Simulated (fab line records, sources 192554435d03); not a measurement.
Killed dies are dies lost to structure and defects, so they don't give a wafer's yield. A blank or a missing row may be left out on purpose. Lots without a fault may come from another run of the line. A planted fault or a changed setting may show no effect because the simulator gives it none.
One fault seen from 3 desks | flow n5_finfet | each desk has only its own numbers; what lay behind them comes last

THE METROLOGY DESK
What the gauges read, lot by lot, whatever tool the lot ran on: means of the sampled wafers that have a number. A lot is out of limits, marked OUT, if its mean lies more than 4 standard deviations from the usual mean; the brackets give that distance.
Columns: A = cd_nm at N5_BEOL_M9_CD_MEAS_11, usual 64.4 nm
lot  | first seen here | A
L662 | day 10 12:50    | 65.6
L666 | day 11 20:52    | 64.1
L671 | day 12 19:42    | 64.8
L674 | day 13 04:07    | 64.6
L673 | day 13 04:29    | 64.3
L678 | day 14 12:05    | 62.2 (-4.0) OUT
L681 | day 15 05:24    | 63.0
L682 | day 16 04:43    | 63.1
L684 | day 16 07:57    | 64.5
L683 | day 16 08:07    | 64.1
This desk's finding: out of limits on L678; first on L678, day 14 12:05 (cd_nm at N5_BEOL_M9_CD_MEAS_11). In limits: L662, L666, L671, L674, L673, L681, L682, L684, L683.

THE DEFECT DESK
What the inspections along the route counted, lot by lot: means of the sampled wafers that have a number. A lot is out of limits, marked OUT, if its mean lies more than 4 standard deviations from the usual mean; the brackets give that distance.
Columns: A = raw_defect_count at N5_BEOL_M9_INSPECT_13, usual 390
lot  | first seen here | A
L662 | day 10 12:53    | 344
L666 | day 11 20:55    | 415
L671 | day 12 19:45    | 366
L674 | day 13 04:12    | 434
L673 | day 13 04:32    | 369
L678 | day 14 12:09    | 434
L681 | day 15 05:27    | 385
L682 | day 16 04:46    | 424
L684 | day 16 08:00    | 417
L683 | day 16 08:10    | 331
This desk's finding: nothing out of limits on any of the 10 lots.

THE TOOL OWNER'S DESK: arfi_scanner-01
The tool's own readings at N5_BEOL_M9_EXPOSE_08 (exposes mask M9): means of the sampled wafers that have a number, for each lot that ran on this tool. A lot is out of limits, marked OUT, if its mean lies more than 4 standard deviations from the usual mean; the brackets give that distance.
Columns: A = exposure_dose_mJ_cm2 at N5_BEOL_M9_EXPOSE_08, usual 53.70; B = reticle_temp_C at N5_BEOL_M9_EXPOSE_08, usual 23.03 C
lot  | first seen here | A               | B
L662 | day 10 12:43    | 53.77           | 23.13
L666 | day 11 20:44    | 53.70           | 22.94
L674 | day 13 03:59    | 53.72           | 23.02
L678 | day 14 11:59    | 51.52 (-43) OUT | 22.97
L681 | day 15 05:16    | 52.30 (-28) OUT | 22.97
L682 | day 16 04:35    | 52.65 (-21) OUT | 23.06
This desk's finding: out of limits on L678, L681, L682; first on L678, day 14 11:59 (exposure_dose_mJ_cm2 at N5_BEOL_M9_EXPOSE_08). In limits: L662, L666, L674.

PUT TOGETHER
The tool owner's desk could have raised an alarm at day 14 11:59, on L678, L681, L682.
The metrology desk could have raised an alarm at day 14 12:05, on L678.
The defect desk saw nothing out of limits.
The metrology desk has L681, L682 on record, within its limits.
The defect desk has L678, L681, L682 on record, within its limits.
Of the lots named, all ran N5_BEOL_M9_EXPOSE_08 on arfi_scanner-01.

WHAT THE SIMULATOR HAD PUT IN
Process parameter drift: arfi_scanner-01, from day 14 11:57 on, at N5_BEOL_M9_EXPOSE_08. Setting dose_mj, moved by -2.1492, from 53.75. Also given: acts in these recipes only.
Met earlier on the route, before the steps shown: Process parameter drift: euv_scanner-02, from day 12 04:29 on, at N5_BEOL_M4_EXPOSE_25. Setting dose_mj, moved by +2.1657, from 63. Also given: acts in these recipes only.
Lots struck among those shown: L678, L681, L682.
Hours from the fault's start to each desk's first reading out of limits: the tool owner's desk, 0; the metrology desk, 0.
